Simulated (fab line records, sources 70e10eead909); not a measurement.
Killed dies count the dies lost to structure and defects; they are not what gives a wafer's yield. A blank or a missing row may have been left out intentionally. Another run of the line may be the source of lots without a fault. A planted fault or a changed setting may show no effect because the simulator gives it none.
Chamber matching | flow nand harc | NHARC_P_GATE_ETCH_104 on rie diel-04 has 4 sister chambers
The step etches the open film in CF4/CHF3, target depth 60 nm. 14 wafers are shown with their chamber, then 7 later ones without.

WAFERS PAIRED WITH THEIR CHAMBERS
wafer  | chamber | drypump motor current A (A) | rf vpp V (V) | throttle valve pct (%)
L075.1 | 1       | 5.5                         | 368.7        | 16.834
L075.2 | 2       | 5.3                         | 369.3        | 16.806
L075.5 | 2       | 5.3                         | 369.9        | 16.791
L078.1 | 2       | 5.3                         | 367.9        | 16.794
L078.2 | 3       | 5.4                         | 369.8        | 16.806
L078.5 | 3       | 5.4                         | 367.8        | 16.814
L083.2 | 2       | 5.3                         | 368.5        | 16.802
L083.5 | 0       | 5.8                         | 374.0        | 16.806
L083.6 | 1       | 5.6                         | 367.3        | 16.798
L085.1 | 3       | 5.4                         | 369.1        | 16.807
L085.2 | 1       | 5.6                         | 368.3        | 16.773
L085.6 | 1       | 5.5                         | 368.5        | 16.793
L090.1 | 1       | 5.6                         | 367.4        | 16.786
L090.3 | 0       | 5.8                         | 373.3        | 16.822

SIGNATURES (averages over the wafers above)
reading                 | chamber 0 | chamber 1 | chamber 2 | chamber 3 | scatter within a chamber
drypump motor current A | 5.800     | 5.560     | 5.300     | 5.400     | 0.0346
rf vpp V                | 373.650   | 368.040   | 368.900   | 368.900   | 0.794
throttle valve pct      | 16.81400  | 16.79680  | 16.79825  | 16.80900  | 0.0155
Rule: a wafer's distance from a chamber is the root of the sum, over the readings, of the square of ((its reading less the chamber's mean) divided by the reading's scatter). The wafer belongs to the nearest chamber; if the next one is less than 2 further off, it can't be placed. The scatter: the root of (the sum of the squares of (reading less its chamber's mean) over the shown wafers, divided by (wafers less chambers)).

WAFERS WITH NO CHAMBER GIVEN
wafer  | drypump motor current A (A) | rf vpp V (V) | throttle valve pct (%)
L090.5 | 5.3                         | 369.3        | 16.797
L093.1 | 5.4                         | 369.0        | 16.811
L093.4 | 5.3                         | 366.5        | 16.806
L093.6 | 5.3                         | 368.8        | 16.796
L095.1 | 5.8                         | 372.6        | 16.805
L095.4 | 5.3                         | 368.6        | 16.800
L095.5 | 5.3                         | 368.8        | 16.806

THE CHAMBER EACH PASSED THROUGH
wafer  | from the rows above     | in truth
L090.5 | 2                       | 2
L093.1 | 3                       | 3
L093.4 | can't be placed: 2 or 3 | 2
L093.6 | 2                       | 2
L095.1 | 0                       | 0
L095.4 | 2                       | 2
L095.5 | 2                       | 2
Placed correctly: 6 of 7. Can't be placed from these rows: 1 (the true chamber is among the candidates in 1). Number placed wrongly: 0.
